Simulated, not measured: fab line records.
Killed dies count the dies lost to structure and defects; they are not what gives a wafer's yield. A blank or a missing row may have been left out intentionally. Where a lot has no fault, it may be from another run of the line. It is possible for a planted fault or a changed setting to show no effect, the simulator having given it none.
Split-lot experiment / flow n5Finfet / 7 lots, 21 wafers read, on a route of 1938 steps

== THE SPLIT ==
At N5_BEOL_M15_ILD_DEP_00 (deposits SiO2 from TEOS/O2, target thk 1629.3 nm, time 346.1 s), the setting timeS was moved away from the recipe's 346.1 s on 9 of the 21 wafers read, by -13.1% to +14.4%. All remaining wafers had this setting at the recipe value.

The file shows no step between the split and the reading.

== THE READING ==
At N5_BEOL_M15_THK_MEAS_01: M15_ILD_THK, given in nm. On this fab line, fault-free wafers typically give 1621 nm with a standard deviation of 26 nm.

wafer=L074.4; tool, chamber at the split=pecvd-01, 0; timeS as run, s=346.1; against the recipe=recipe; M15_ILD_THK, nm=1630; against lot-mates on the recipe=-
wafer=L074.5; tool, chamber at the split=pecvd-01, 2; timeS as run, s=346.1; against the recipe=recipe; M15_ILD_THK, nm=1642; against lot-mates on the recipe=-
wafer=L074.6; tool, chamber at the split=pecvd-01, 1; timeS as run, s=379.9; against the recipe=+9.8%; M15_ILD_THK, nm=1818; against lot-mates on the recipe=+182
wafer=L080.1; tool, chamber at the split=pecvd-04, 1; timeS as run, s=346.1; against the recipe=recipe; M15_ILD_THK, nm=1615; against lot-mates on the recipe=-
wafer=L080.3; tool, chamber at the split=pecvd-04, 2; timeS as run, s=346.1; against the recipe=recipe; M15_ILD_THK, nm=1614; against lot-mates on the recipe=-
wafer=L080.4; tool, chamber at the split=pecvd-04, 1; timeS as run, s=300.9; against the recipe=-13.1%; M15_ILD_THK, nm=1402; against lot-mates on the recipe=-212
wafer=L082.1; tool, chamber at the split=pecvd-01, 0; timeS as run, s=346.1; against the recipe=recipe; M15_ILD_THK, nm=1606; against lot-mates on the recipe=-
wafer=L082.4; tool, chamber at the split=pecvd-01, 0; timeS as run, s=370.8; against the recipe=+7.1%; M15_ILD_THK, nm=1757; against lot-mates on the recipe=+151
wafer=L082.5; tool, chamber at the split=pecvd-01, 1; timeS as run, s=370.8; against the recipe=+7.1%; M15_ILD_THK, nm=1785; against lot-mates on the recipe=+179
wafer=L088.1; tool, chamber at the split=pecvd-03, 2; timeS as run, s=371.1; against the recipe=+7.2%; M15_ILD_THK, nm=1700; against lot-mates on the recipe=+49
wafer=L088.3; tool, chamber at the split=pecvd-03, 0; timeS as run, s=371.1; against the recipe=+7.2%; M15_ILD_THK, nm=1696; against lot-mates on the recipe=+45
wafer=L088.5; tool, chamber at the split=pecvd-03, 1; timeS as run, s=346.1; against the recipe=recipe; M15_ILD_THK, nm=1651; against lot-mates on the recipe=-
wafer=L090.2; tool, chamber at the split=pecvd-03, 2; timeS as run, s=359.9; against the recipe=+4.0%; M15_ILD_THK, nm=1649; against lot-mates on the recipe=+18
wafer=L090.5; tool, chamber at the split=pecvd-03, 0; timeS as run, s=346.1; against the recipe=recipe; M15_ILD_THK, nm=1631; against lot-mates on the recipe=-
wafer=L090.6; tool, chamber at the split=pecvd-03, 1; timeS as run, s=359.9; against the recipe=+4.0%; M15_ILD_THK, nm=1740; against lot-mates on the recipe=+109
wafer=L096.2; tool, chamber at the split=pecvd-04, 2; timeS as run, s=346.1; against the recipe=recipe; M15_ILD_THK, nm=1610; against lot-mates on the recipe=-
wafer=L096.5; tool, chamber at the split=pecvd-04, 0; timeS as run, s=346.1; against the recipe=recipe; M15_ILD_THK, nm=1673; against lot-mates on the recipe=-
wafer=L096.6; tool, chamber at the split=pecvd-04, 2; timeS as run, s=346.1; against the recipe=recipe; M15_ILD_THK, nm=1627; against lot-mates on the recipe=-
wafer=L095.2; tool, chamber at the split=pecvd-03, 2; timeS as run, s=346.1; against the recipe=recipe; M15_ILD_THK, nm=1592; against lot-mates on the recipe=-
wafer=L095.3; tool, chamber at the split=pecvd-03, 1; timeS as run, s=395.9; against the recipe=+14.4%; M15_ILD_THK, nm=1823; against lot-mates on the recipe=+213
wafer=L095.5; tool, chamber at the split=pecvd-03, 1; timeS as run, s=346.1; against the recipe=recipe; M15_ILD_THK, nm=1628; against lot-mates on the recipe=-

FIT RESULTS
A straight line over all 21 wafers: M15_ILD_THK changes by +15.9 nm for each +1% of timeS; r = +0.95; the points scatter about the line by 31 nm.
The same after taking each lot's own level away (the mean of its wafers on the recipe; 21 wafers): +15.8 nm for each +1%; r = +0.93; scatter 35 nm.
Per that fit: largest timeS move, reading shift of 2.3e+02 nm.
From 1606.0 to 1651.0 nm: that is the span of the lots' own levels, equal to 1.7 times the standard deviation above.
Consequently the slope shifts little with the lot-to-lot level, the two slopes agreeing.
Check: for one of the wafers moved furthest among these (+14.4%), held out of the fit, the line's prediction against its lot-mates is +231 nm. Against them it came out at +213 nm.

== OTHER SPLITS APPLIED TO THESE WAFERS ==
Other splits were also applied to these wafers ahead of the reading. Each is held against what the fit with the lots' levels taken away leaves over:
other split on the same wafers=N5_BEOL_M10_TRENCH_ETCH_37 timeS; wafers away from the commonest value=7; r with M15_ILD_THK (lot level and that fit taken away)=-0.05
other split on the same wafers=N5_BEOL_M12_SPUTTER_43 powerW; wafers away from the commonest value=7; r with M15_ILD_THK (lot level and that fit taken away)=-0.10
other split on the same wafers=N5_BEOL_M12_DEP_53 timeS; wafers away from the commonest value=9; r with M15_ILD_THK (lot level and that fit taken away)=-0.04
other split on the same wafers=N5_BEOL_M13_EXPOSE_07 doseMj; wafers away from the commonest value=7; r with M15_ILD_THK (lot level and that fit taken away)=-0.20
other split on the same wafers=N5_BEOL_M14_SPUTTER_44 powerW; wafers away from the commonest value=6; r with M15_ILD_THK (lot level and that fit taken away)=+0.17

== THE WHOLE CHAIN: every reading that the file lists as answering this split, in the file's order ==
step=N5_BEOL_M15_ILD_DEP_00; what it does=deposits SiO2 from TEOS/O2, target thk 1629.3 nm, time 346.1 s; reading=SiO2_of_BEOL_M15_ILD_DEP_00.thkNm (the simulator's own value, which no gauge read); change (the file's fit)=+15.9 nm for each +1% of the setting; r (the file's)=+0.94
step=N5_BEOL_M15_THK_MEAS_01; what it does=; reading=M15_ILD_THK; change (the file's fit)=+15.9 for each +1% of the setting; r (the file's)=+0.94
step=N5_BEOL_M15_VIA_ETCH_16; what it does=etches SiO2 in C4F8/O2/Ar, target depth 1792.2 nm; reading=etch.depthNm (the simulator's own value, which no gauge read); change (the file's fit)=+15.9 nm for each +1% of the setting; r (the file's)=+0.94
step=N5_BEOL_M15_VIA_ETCH_16; what it does=etches SiO2 in C4F8/O2/Ar, target depth 1792.2 nm; reading=coat_of_BEOL_M15_COAT_04.thkNm (the simulator's own value, which no gauge read); change (the file's fit)=-4.02 nm for each +1% of the setting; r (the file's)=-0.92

== FILE'S OWN FIT ==
M15_ILD_THK changes by +15.9 nm for each +1% of timeS, r = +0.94.
